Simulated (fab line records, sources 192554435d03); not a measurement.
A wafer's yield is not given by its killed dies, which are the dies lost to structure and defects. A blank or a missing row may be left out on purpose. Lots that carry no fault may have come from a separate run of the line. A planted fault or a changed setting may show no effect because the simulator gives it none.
Chamber matching	flow n5-finfet	rie-diel-01 running N5_BEOL_M11_STRIP_67: 4 sister chambers
The step strips in CF4. 4 wafers are shown with their chamber, then 10 later ones without.

## WAFERS WITH THEIR CHAMBER
wafer	chamber	drypump-motor-current-A (A)
L081.2	1	5.2
L083.2	0	5.0
L085.2	3	4.7
L085.4	2	5.5

## WAFERS WHOSE CHAMBER IS MISSING
wafer	drypump-motor-current-A (A)
L085.6	5.2
L093.2	5.0
L093.3	4.7
L093.6	5.2
L086.3	5.0
L086.4	4.7
L086.5	5.0
L097.1	5.6
L097.3	4.7
L097.6	5.6

## EACH ONE'S CHAMBER
wafer	from the rows above	in truth
L085.6	1	1
L093.2	0	0
L093.3	3	3
L093.6	1	1
L086.3	0	0
L086.4	3	3
L086.5	0	0
L097.1	2	2
L097.3	3	3
L097.6	2	2
Correctly placed: 10 of 10. Number that these rows cannot place: 0. 0 placed wrongly.
How it was worked out, from the rows above alone: a wafer's distance from a chamber is the root of the sum, over the readings, of the square of ((its reading less the chamber's mean) divided by the reading's scatter). If the next closest chamber is less than 2 further off than the closest, the wafer can't be placed; otherwise it belongs to the closest. The mean given for a chamber averages the wafers shown for that chamber. The scatter (one wafer shown for each chamber): square how far every hidden wafer sits from the nearest shown wafer, average those squares and take the square root.
